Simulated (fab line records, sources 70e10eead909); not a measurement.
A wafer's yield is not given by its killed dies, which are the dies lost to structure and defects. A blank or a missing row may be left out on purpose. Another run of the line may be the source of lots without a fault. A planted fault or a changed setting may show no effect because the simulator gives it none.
Comparing a struck lot with a sound one / flow nand_harc / 21 out of 1159 route steps
Sound: the wafers L647.1, L647.4, L647.6. Struck: wafers L655.1, L655.5, L655.6. The cause comes at the end.
Per side, at each step with rows, come the tool, then ch with its chambers, and then its first start. Under that, the readings that differ: sound wafers / struck wafers / difference of the means / sigmas: that difference in standard deviations of wafers without a fault.
alike: readings with means less than 2 such deviations apart, plus words and numbers identical on both sides. not compared: withheld readings, readings lacking a value on some wafer, bounds such as >300 that could conceal the same value, and numbers that have no deviation in the record and whose values overlap.
Wherever a step has rows on one side only, a row that says differs or no value, or a row with sigmas, the two part there. Numbers that don't overlap but have no deviation are shown without sigmas and don't part them. Lack of a reading on every wafer of one side parts them only where that side has two or more wafers.

NHARC_P_M2_OVL_MEAS_10: pitch 340 nm.
  sound on overlay-02 at day 6 15:01; struck on overlay-01 at day 9 23:22
  alike: overlay_x_nm, overlay_y_nm
NHARC_P_M2_INSPECT_11:
  sound on defect_inspect-02 at day 6 15:03; struck on defect_inspect-02 at day 9 23:25
  alike: raw_defect_count
NHARC_P_M2_DESCUM_14: chemistry O2, time 3 s.
  sound on rie_diel-06 ch 0,2,3, day 6 15:08; struck on rie_diel-06 ch 0,1, day 9 23:29
  alike: drypump_motor_current_A, oes_product_au, rf_vpp_V, showerhead_plenum_p_Torr, throttle_valve_pct
  not compared: rf_hours_counter_h
then, 2 steps without rows for these wafers: NHARC_P_M2_ETCH_35 (etches the open film in N2/H2, target depth 40 nm, overetch 12 nm, time 43.94 s); NHARC_P_M2_ETCH_15 (etches the open film in C4F8/Ar, target depth 182.5 nm, time 91.2 s).
NHARC_P_M2_CD_MEAS_16:
  sound on cd_sem-01 at day 6 15:25; struck on cd_sem-02 at day 9 23:46
  alike: cd_nm
then, 3 steps without rows for these wafers: NHARC_P_M2_STRIP_18 (strips in N2/H2); NHARC_P_M2_ETCH_28 (etches the open film in CF4/N2, target depth 30 nm, time 72.99 s); NHARC_P_M2_STRIP_19 (strips in post etch residue remover, time 600 s).
NHARC_P_M2_DEGAS_29: time 60 s.
  sound on pvd_sputter-03 at day 6 16:08; struck on pvd_sputter-01 at day 10 00:31
reading=heater_power_w (W); sound=360 452 355; struck=294 296 309; difference=-89; sigmas=-2
NHARC_P_M2_PRE_CLEAN_30: time 30 s.
  sound on pvd_sputter-03; struck on pvd_sputter-01
  alike: heater_power_w
then, 1 step without rows for these wafers: NHARC_P_M2_PVD_20 (deposits TaN, target thk 5 nm, time 8.06 s).
NHARC_P_M2_PVD_21: deposits Cu, target thk 30 nm, time 20.49 s.
  sound on pvd_sputter-03 at day 6 16:22; struck on pvd_sputter-01 at day 10 00:46
  alike: throttle_valve_pct
then, 1 step without rows for these wafers: NHARC_P_M2_ECD_22 (material Cu, target thk 400 nm).
NHARC_P_M2_ANNEAL_31: time 90 s.
  sound on rtp_anneal-01 ch 0, day 6 16:52; struck on rtp_anneal-02 ch 0, day 10 01:14
  alike: wafer_temp_C_max
then, 2 steps without rows for these wafers: NHARC_P_M2_CMP_23 (polishes, t overpolish 20 s, target thk 144.3 nm); NHARC_P_M2_SRD_25.
NHARC_P_M2_INSPECT_27:
  sound on defect_inspect-02 at day 6 17:41; struck on defect_inspect-01 at day 10 02:04
  alike: raw_defect_count
then, 1 step without rows for these wafers: NHARC_P_M2_PRE_CLEAN_32 (time 12 s).
NHARC_P_M2_DEP_33: deposits SiCN, target thk 30 nm.
  sound on pecvd-03 ch 0,1,2, day 6 17:52; struck on pecvd-04 ch 0,1,2, day 10 02:17
  alike: heater_power_outer_w, heater_power_w
-- the record jumps here: 13 days lie between the struck wafers' starts before and after (it left off in module P_M2 and takes up again in module END, whose first step shown is number 1159 of the route) --
NHARC_END_SORT_01:
  sound on prober-02 ch 0, day 20 03:28; struck on prober-01 ch 0, day 22 15:26
reading=defect_limited_yield (%); sound=97.0 96.6 95.7; struck=0 0 0; difference=-96; sigmas=-60
reading=killed_at_periphery; sound=2 4 4; struck=646 642 655; difference=+644; sigmas=+99 or more
reading=killed_dies; sound=20 23 29; struck=677 677 677; difference=+653; sigmas=+59
reading=sort_bin_2_pct (%); sound=0.9 0.9 1.6; struck=96.2 96.5 97.3; difference=+95.5; sigmas=+99 or more
reading=sort_n_pass; sound=657 654 648; struck=0 0 0; difference=-653; sigmas=-59
reading=sort_rim_yield_pct (%); sound=98.1 97.2 100.0; struck=0 0 0; difference=-98; sigmas=-39
reading=sort_yield_pct (%); sound=97.0 96.6 95.7; struck=0 0 0; difference=-96; sigmas=-60
  alike: killed_at_array, killed_at_other, killed_open, killed_short, sort_bin_3_pct, sort_bin_4_pct

## WHERE THEY PART
Last at NHARC_END_SORT_01 as far as this record goes, first at NHARC_P_M2_DEGAS_29.

WHY: whatever the simulator had introduced
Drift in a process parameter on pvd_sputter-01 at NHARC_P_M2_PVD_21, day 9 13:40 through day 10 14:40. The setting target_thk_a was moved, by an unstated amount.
